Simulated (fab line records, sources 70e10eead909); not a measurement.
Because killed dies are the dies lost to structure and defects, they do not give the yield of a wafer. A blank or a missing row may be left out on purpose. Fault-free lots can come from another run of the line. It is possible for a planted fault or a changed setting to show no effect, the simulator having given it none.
A lot that was struck, set against a sound lot :: flow nandHarc :: 43 out of 1302 route steps
Sound: wafers L155.1, L155.3, L155.6. Wafers struck: L166.1, L166.2, L166.5. The cause comes at the end.
Order at every step that has rows: each side's tool, ch and its chambers, its first start. Under that, the readings that differ: sound wafers :: struck wafers :: difference of the means :: sigmas: that difference in standard deviations of wafers without a fault.
alike: same words and numbers on both sides, and readings whose means sit less than 2 such deviations apart. not compared: any withheld reading, any reading some wafer has no value for, any bound like >300 that may hide the same value, and any number with overlapping values for which the record gives no deviation.
A row with sigmas, a row that says differs or no value, or rows on one side alone: a step with any of these is where the two part. Numbers that don't overlap but have no deviation are shown without sigmas and don't part them. Lack of a reading on every wafer of one side parts them only where that side has two or more wafers.

first, 3 steps without rows for these wafers: NHARC_A_CONTACT_EXPOSE_66 (exposes mask A CC 2); NHARC_A_CONTACT_PEB_67 (peb time 65 s); NHARC_A_CONTACT_DEVELOP_68 (develop time 35 s).
NHARC_A_CONTACT_CD_MEAS_69: the cd target is 300 nm.
  sound on cdSem-03 ch 0, day 24 22:36; struck on cdSem-01 ch 0, day 29 23:43
  alike: cdNm
NHARC_A_CONTACT_OVL_MEAS_70:
  struck on overlay-01, day 29 23:49; sound on overlay-01, day 24 22:41
  alike: overlayXNm, overlayYNm
NHARC_A_CONTACT_INSPECT_71:
  struck on defectInspect-01, day 29 23:51; sound on defectInspect-02, day 24 22:44
  alike: rawDefectCount
then, 1 step without rows for these wafers: NHARC_A_CONTACT_DESCUM_74 (chemistry O2, time 3 s).
NHARC_A_CONTACT_ETCH_75: etches the open film in CF4, target depth 39 nm, time 65 s.
  sound on rieDiel-11 ch 0,1,2, day 24 23:01; struck on rieDiel-11 ch 0,2, day 30 00:00
  alike: cf4FlowSccm, drypumpMotorCurrentA, oesProductAu, rfVppV, showerheadPlenumPTorr, throttleValvePct
  not compared: rfHoursCounterH
then, 4 steps without rows for these wafers: NHARC_A_CONTACT_ETCH_76 (etches the open film in N2/H2, target depth 260 nm, time 475.3 s); NHARC_A_CONTACT_ETCH_77 (etches the open film in CF4/CHF3, target depth 108.9 nm, time 54.5 s); NHARC_A_CONTACT_ETCH_78 (etches the open film in O2/COS, target depth 5300 nm, time 1378 s); NHARC_A_CONTACT_ETCH_124 (etches the open film in C4F8/O2/Ar, time 140 s, target depth 700 nm).
NHARC_A_CONTACT_ETCH_125: etches the open film in C4F8/O2/Ar, time 197 s, target depth 1918 nm.
  sound on harCapEtch-03 ch 0,1, day 25 00:41; struck on harCapEtch-02 ch 0,1, day 30 01:43
  not compared: rfHoursCounterH
NHARC_A_CONTACT_ETCH_126: etches the open film in C4F8/O2/Ar, time 197 s, target depth 1918 nm.
  sound on harCapEtch-03 ch 0,1, day 25 00:52; struck on harCapEtch-02 ch 0,1, day 30 01:57
  not compared: rfHoursCounterH
NHARC_A_CONTACT_ETCH_127: etches the open film in C4F8/O2/Ar, time 197 s, target depth 1918 nm.
  sound on harCapEtch-03 ch 0,1, day 25 01:02; struck on harCapEtch-02 ch 0,1, day 30 02:11
  not compared: rfHoursCounterH
then, 3 steps without rows for these wafers: NHARC_A_CONTACT_ETCH_128 (etches the open film in C4F8/O2/Ar, time 197 s, target depth 1918 nm); NHARC_A_CONTACT_ETCH_129 (etches the open film in C4F8/O2/Ar, time 197 s, target depth 1918 nm); NHARC_A_CONTACT_ETCH_130 (etches the open film in C4F8/O2/Ar, time 197 s, target depth 1918 nm).
NHARC_A_CONTACT_ETCH_131: etches the open film in C4F8/O2/Ar, time 197 s, target depth 1918 nm.
  sound on harCapEtch-03 ch 0,1, day 25 01:45; struck on harCapEtch-02 ch 0,1, day 30 03:08
  not compared: rfHoursCounterH
then, 4 steps without rows for these wafers: NHARC_A_CONTACT_ETCH_132 (etches the open film in C4F8/O2/Ar, time 197 s, target depth 1924 nm); NHARC_A_CONTACT_ETCH_133 (etches the open film in C4F8/O2/Ar, time 374 s, target depth 1610 nm); NHARC_A_CONTACT_ETCH_91 (etches the open film in CH3F/O2, target depth 40 nm, time 85.7 s); NHARC_A_CONTACT_ETCH_97 (etches the open film in C4F6/O2, target depth 20 nm, time 10 s).
NHARC_A_CONTACT_CD_MEAS_80:
  struck on cdSem-02, day 30 04:45; sound on cdSem-03, day 25 03:05
  alike: cdNm
then, 4 steps without rows for these wafers: NHARC_A_CONTACT_STRIP_103 (strips in N2/H2); NHARC_A_CONTACT_STRIP_104 (strips in CF4/CHF3); NHARC_A_CONTACT_STRIP_105 (strips in O2/COS); NHARC_A_CONTACT_ETCH_106 (etches the open film in CF4/O2, target depth 90 nm, overetch 9 nm, time 49.5 s).
NHARC_A_CONTACT_STRIP_82: strips in O2.
  sound on rieDiel-12 ch 2,3; struck on rieDiel-12 ch 0,2,3
  alike: drypumpMotorCurrentA, o2FlowSccm, oesProductAu, rfVppV, showerheadPlenumPTorr, throttleValvePct
  not compared: rfHoursCounterH
then, 13 steps without rows for these wafers: NHARC_A_CONTACT_STRIP_83 (strips in post etch residue remover, time 600 s); NHARC_A_CONTACT_DEP_84 (deposits aC, target thk 2800 nm); NHARC_A_CONTACT_DEP_85 (deposits SiON, target thk 60 nm); NHARC_A_CONTACT_DEHYDRATE_00 (time 120 s); NHARC_A_CONTACT_HMDS_01 (time 30 s); NHARC_A_CONTACT_COAT_86 (time 75 s); NHARC_A_CONTACT_COAT_87 (time 65 s); NHARC_A_CONTACT_COAT_02 (resist thk 90 nm); NHARC_A_CONTACT_SOFTBAKE_03 (time 55 s); NHARC_A_CONTACT_EBR_04; NHARC_A_CONTACT_EXPOSE_05 (exposes mask A CC); NHARC_A_CONTACT_PEB_06 (peb time 65 s); NHARC_A_CONTACT_DEVELOP_07 (develop time 35 s).
-- the record jumps here: 3 days lie between the struck wafers' starts before and after (it left off in module A_CONTACT and takes up again in module END, whose first step shown is number 1302 of the route) --
NHARC_END_SORT_01:
  only the struck wafers appear in the record here, on prober-01 ch 0 at day 32 17:36; the sound ones have no rows

WHERE THEY PART
Only at NHARC_END_SORT_01, within this record.

WHY: what had been put in by the simulator
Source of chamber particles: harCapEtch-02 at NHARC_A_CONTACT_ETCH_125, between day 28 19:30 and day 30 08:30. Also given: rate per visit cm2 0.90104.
